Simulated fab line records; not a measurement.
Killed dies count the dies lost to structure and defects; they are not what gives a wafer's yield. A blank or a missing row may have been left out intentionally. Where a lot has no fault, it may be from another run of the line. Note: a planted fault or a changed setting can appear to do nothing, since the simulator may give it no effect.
Matching of chambers ; flow nandHarc ; NHARC_P_GATE_ETCH_32 on rieSi-02: 4 sister chambers
The step etches the open film in HBr/Cl2, target depth 150 nm, time 100.1 s. 18 wafers are shown with their chamber, then 9 later ones without.

## WAFERS PAIRED WITH THEIR CHAMBERS
wafer;chamber;drypumpMotorCurrentA (A);oesProductAu (a.u.);throttleValvePct (%)
L075.1;3;5.1;1.005;26.385
L075.5;3;5.1;1.012;26.410
L075.6;0;5.4;1.015;26.415
L081.3;1;5.3;1.002;26.397
L081.4;3;5.1;1.020;26.400
L081.6;2;6.2;1.016;26.391
L082.4;3;5.1;1.020;26.394
L082.5;0;5.4;1.001;26.419
L082.6;1;5.3;0.991;26.415
L083.1;2;6.2;1.012;26.422
L083.2;1;5.3;0.992;26.414
L083.5;2;6.3;1.021;26.413
L085.4;2;6.2;1.014;26.397
L085.5;2;6.2;1.017;26.395
L085.6;3;5.1;1.023;26.393
L086.3;3;5.0;1.024;26.405
L086.5;3;5.0;1.021;26.395
L086.6;2;6.2;1.013;26.409

SIGNATURES (averages over the wafers above)
reading;chamber 0;chamber 1;chamber 2;chamber 3;scatter within a chamber
drypumpMotorCurrentA;5.400;5.300;6.217;5.071;0.0402
oesProductAu;1.00800;0.99500;1.01550;1.01786;0.00603
throttleValvePct;26.41700;26.40867;26.40450;26.39743;0.00983
Rule: a wafer's distance from a chamber is the root of the sum, over the readings, of the square of ((its reading less the chamber's mean) divided by the reading's scatter). If the next closest chamber is less than 2 further off than the closest, the wafer can't be placed; otherwise it belongs to the closest. The scatter is the square root of a quotient: the sum, over the shown wafers, of each reading's squared deviation from its chamber's mean, divided by wafers minus chambers.

## WAFERS MISSING THEIR CHAMBER
wafer;drypumpMotorCurrentA (A);oesProductAu (a.u.);throttleValvePct (%)
L091.1;5.2;0.990;26.413
L091.3;5.5;1.008;26.414
L091.6;6.2;1.020;26.417
L094.4;6.2;1.021;26.398
L094.5;5.4;0.999;26.386
L094.6;5.1;1.017;26.414
L095.1;5.3;1.001;26.418
L095.2;5.1;1.015;26.410
L095.4;6.2;1.011;26.394

## EACH ONE'S CHAMBER
wafer;from the rows above;in truth
L091.1;1;1
L091.3;0;0
L091.6;2;2
L094.4;2;2
L094.5;can't be placed: 1 or 0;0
L094.6;3;3
L095.1;can't be placed: 1 or 0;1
L095.2;3;3
L095.4;2;2
Correct placement for 7 of the 9. These rows do not allow placing 2 (true chamber among the candidates in 2). 0 placed wrongly.
